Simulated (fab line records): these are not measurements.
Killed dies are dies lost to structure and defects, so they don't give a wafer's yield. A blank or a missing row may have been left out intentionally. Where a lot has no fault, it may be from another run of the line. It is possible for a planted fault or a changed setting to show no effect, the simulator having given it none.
Chamber matching    flow n5-finfet    N5_BEOL_M11_DESCUM_16 on rie-diel-02 has 4 sister chambers
The step chemistry O2, time 7.9 s. 4 wafers are shown with their chamber, then 8 later ones without.

WAFERS WITH THEIR CHAMBER
wafer   chamber  showerhead-plenum-p-Torr (Torr)
L075.1  1        2.02
L077.6  3        2.06
L082.6  0        2.07
L083.1  2        2.17

WAFERS MISSING THEIR CHAMBER
wafer   showerhead-plenum-p-Torr (Torr)
L083.2  2.01
L083.3  2.01
L085.1  2.17
L085.4  2.17
L085.5  2.01
L087.1  2.06
L087.3  2.16
L087.5  2.06

CHAMBER TAKEN BY EACH
wafer   from the rows above      in truth
L083.2  1                        1
L083.3  1                        1
L085.1  2                        2
L085.4  2                        2
L085.5  1                        1
L087.1  can't be placed: 3 or 0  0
L087.3  2                        2
L087.5  can't be placed: 3 or 0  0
Correctly placed: 6 of 8. These rows do not allow placing 2 (true chamber among the candidates in 2). Placed wrongly: 0.
How it was worked out, from the rows above alone: a wafer's distance from a chamber is the root of the sum, over the readings, of the square of ((its reading less the chamber's mean) divided by the reading's scatter). The wafer belongs to the nearest chamber; if the next one is less than 2 further off, it can't be placed. Each chamber's mean is taken over the wafers shown for it. The scatter: with one shown wafer a chamber, the root of the mean of the squares of how far each hidden wafer lies from its nearest shown one.
